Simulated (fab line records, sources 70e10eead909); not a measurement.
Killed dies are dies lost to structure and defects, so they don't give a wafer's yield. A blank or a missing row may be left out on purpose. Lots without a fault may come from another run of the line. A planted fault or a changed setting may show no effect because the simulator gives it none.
Which tool did it? | flow nand_harc | 12 lots, 36 wafers sampled, at 5 steps of a route of 1302

WHAT THE GAUGES READ, wafer by wafer
NHARC_P_M0_CD_MEAS_09: target cd 90 nm.
lot  | measured     | on        | cd_nm (nm)
L075 | day 6 16:29  | cd_sem-02 | 90.1 89.9 89.0
L077 | day 7 02:28  | cd_sem-01 | 89.8 90.6 89.2
L079 | day 8 11:05  | cd_sem-02 | 89.6 89.4 89.3
L081 | day 9 05:27  | cd_sem-02 | 90.1 90.3 90.0
L083 | day 9 18:11  | cd_sem-02 | 89.5 89.7 89.8
L085 | day 10 16:49 | cd_sem-01 | 88.7 89.0 89.4
L087 | day 12 00:48 | cd_sem-03 | 89.9 90.8 89.7
L089 | day 12 00:08 | cd_sem-03 | 89.5 88.8 90.0
L091 | day 13 00:02 | cd_sem-01 | 89.6 90.4 89.4
L093 | day 13 23:03 | cd_sem-02 | 90.2 90.1 89.8
L095 | day 14 09:58 | cd_sem-03 | 90.4 89.2 89.5
L097 | day 15 12:02 | cd_sem-02 | 90.2 90.3 90.0

WHICH TOOL RAN EACH LOT (tool, then ch and the chambers of the sampled wafers, then the start)
lot  | NHARC_P_ZERO_WELL_DESCUM_26        | NHARC_P_GATE_DESCUM_61             | NHARC_P_GATE_DESCUM_93             | NHARC_P_CONTACT_DEP_00
L075 | rie_diel-05 ch 0,1,2, day 2 10:00  | rie_diel-08 ch 0,2,3, day 6 05:17  | rie_diel-08 ch 0,1,2, day 6 07:04  | pecvd-03 ch 0,1, day 6 16:29 or earlier
L077 | rie_diel-07 ch 0,3, day 3 05:00    | rie_diel-08 ch 0,3, day 6 14:58    | rie_diel-04 ch 1,2,3, day 6 16:47  | pecvd-03 ch 1,2, day 7 02:28 or earlier
L079 | rie_diel-13 ch 0,1,3, day 4 10:46  | rie_diel-08 ch 1,3, day 8 00:40    | rie_diel-06 ch 0,1,3, day 8 02:22  | pecvd-03 ch 1,2, day 8 11:05 or earlier
L081 | rie_diel-07 ch 0,1, day 4 20:37    | rie_diel-04 ch 2,3, day 8 19:07    | rie_diel-06 ch 2,3, day 8 20:44    | pecvd-01 ch 0,1,2, day 9 05:27 or earlier
L083 | rie_diel-07 ch 0,1,3, day 5 16:45  | rie_diel-04 ch 0,1, day 9 07:46    | rie_diel-04 ch 1,2, day 9 09:28    | pecvd-03 ch 0,1,2, day 9 18:11 or earlier
L085 | rie_diel-07 ch 0,3, day 6 12:51    | rie_diel-04 ch 0,1, day 10 06:08   | rie_diel-04 ch 0,1,2, day 10 07:53 | pecvd-04 ch 0,1, day 10 16:49 or earlier
L087 | rie_diel-05 ch 2,3, day 7 09:48    | rie_diel-08 ch 2,3, day 11 13:29   | rie_diel-08 ch 0,1, day 11 15:26   | pecvd-04 ch 1,2, day 12 00:48 or earlier
L089 | rie_diel-05 ch 1,2,3, day 8 05:22  | rie_diel-06 ch 0,2,3, day 11 13:07 | rie_diel-04 ch 1,2,3, day 11 14:49 | pecvd-04 ch 0,1, day 12 00:08 or earlier
L091 | rie_diel-07 ch 1,2,3, day 9 00:47  | rie_diel-06 ch 0,2,3, day 12 13:49 | rie_diel-06 ch 2,3, day 12 15:32   | pecvd-04 ch 0,1,2, day 13 00:02 or earlier
L093 | rie_diel-05 ch 0,2,3, day 9 20:43  | rie_diel-06 ch 0,2,3, day 13 12:37 | rie_diel-08 ch 1,2,3, day 13 14:19 | pecvd-03 ch 0,1, day 13 23:03 or earlier
L095 | rie_diel-13 ch 1,2,3, day 10 16:45 | rie_diel-04 ch 1,2, day 13 23:35   | rie_diel-04 ch 0,1,2, day 14 01:18 | pecvd-04 ch 0,1,2, day 14 09:58 or earlier
L097 | rie_diel-07 ch 1,2,3, day 11 12:45 | rie_diel-08 ch 0,2,3, day 15 01:56 | rie_diel-04 ch 0,1,3, day 15 03:31 | pecvd-01 ch 0,1, day 15 12:02 or earlier
- NHARC_P_ZERO_WELL_DESCUM_26: chemistry O2, time 3 s.
- NHARC_P_GATE_DESCUM_61: chemistry O2, time 3 s.
- NHARC_P_GATE_DESCUM_93: chemistry O2, time 3 s.
- NHARC_P_CONTACT_DEP_00: deposits SiO2, target thk 500 nm.

THE ANSWER, worked out from the rows above alone
Rule: what is usual is taken from the lots themselves. Put in order of their means at a reading, lots are off if they are a third of the lots or fewer, leave a main group of 4 or more, and stand apart from it by a gap of 3 or more times the standard deviation of the main group's means; of several such gaps the widest counts. A main group whose means are all the same, to the digits that the tables above print for the reading, isn't used. A lot without any number at a reading at which 4 lots or more have one is off too. The other lots that the step has rows for count as sound.
No lot is off at any reading shown: from this, nothing can be told.

WHAT THE SIMULATOR HAD PUT IN
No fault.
